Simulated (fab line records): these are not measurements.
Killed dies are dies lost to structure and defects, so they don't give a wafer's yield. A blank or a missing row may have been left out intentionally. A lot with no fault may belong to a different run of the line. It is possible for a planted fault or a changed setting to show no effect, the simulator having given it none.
Matching of chambers / flow n5Finfet / N5_BEOL_M1_ETCH_77 on rieDiel-01 has 4 sister chambers
The step etches underlayer in N2/H2, target depth 6.5 nm, time 5.2 s. 4 wafers are shown with their chamber, then 9 later ones without.

WAFERS, EACH WITH ITS CHAMBER
wafer=L078.5; chamber=1; drypumpMotorCurrentA (A)=5.56
wafer=L080.6; chamber=2; drypumpMotorCurrentA (A)=5.69
wafer=L086.4; chamber=0; drypumpMotorCurrentA (A)=5.07
wafer=L086.5; chamber=3; drypumpMotorCurrentA (A)=5.69

WAFERS WITHOUT THEIR CHAMBER
wafer=L089.1; drypumpMotorCurrentA (A)=5.67
wafer=L089.2; drypumpMotorCurrentA (A)=5.69
wafer=L089.5; drypumpMotorCurrentA (A)=5.65
wafer=L092.1; drypumpMotorCurrentA (A)=5.67
wafer=L092.3; drypumpMotorCurrentA (A)=5.69
wafer=L092.5; drypumpMotorCurrentA (A)=5.66
wafer=L097.2; drypumpMotorCurrentA (A)=5.05
wafer=L097.4; drypumpMotorCurrentA (A)=5.66
wafer=L097.6; drypumpMotorCurrentA (A)=5.07

WHICH CHAMBER EACH ONE RAN IN
wafer=L089.1; from the rows above=can't be placed: 2 or 3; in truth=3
wafer=L089.2; from the rows above=can't be placed: 2 or 3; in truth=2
wafer=L089.5; from the rows above=can't be placed: 2 or 3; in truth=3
wafer=L092.1; from the rows above=can't be placed: 2 or 3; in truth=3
wafer=L092.3; from the rows above=can't be placed: 2 or 3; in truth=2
wafer=L092.5; from the rows above=can't be placed: 2 or 3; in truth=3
wafer=L097.2; from the rows above=0; in truth=0
wafer=L097.4; from the rows above=can't be placed: 2 or 3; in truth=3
wafer=L097.6; from the rows above=0; in truth=0
Placed correctly: 2 of 9. These rows do not allow placing 7 (true chamber among the candidates in 7). Placed wrongly: 0.
How it was worked out, from the rows above alone: a wafer's distance from a chamber is the root of the sum, over the readings, of the square of ((its reading less the chamber's mean) divided by the reading's scatter). The wafer belongs to the nearest chamber; if the next one is less than 2 further off, it can't be placed. The mean given for a chamber averages the wafers shown for that chamber. The scatter (one wafer shown for each chamber): square how far every hidden wafer sits from the nearest shown wafer, average those squares and take the square root.
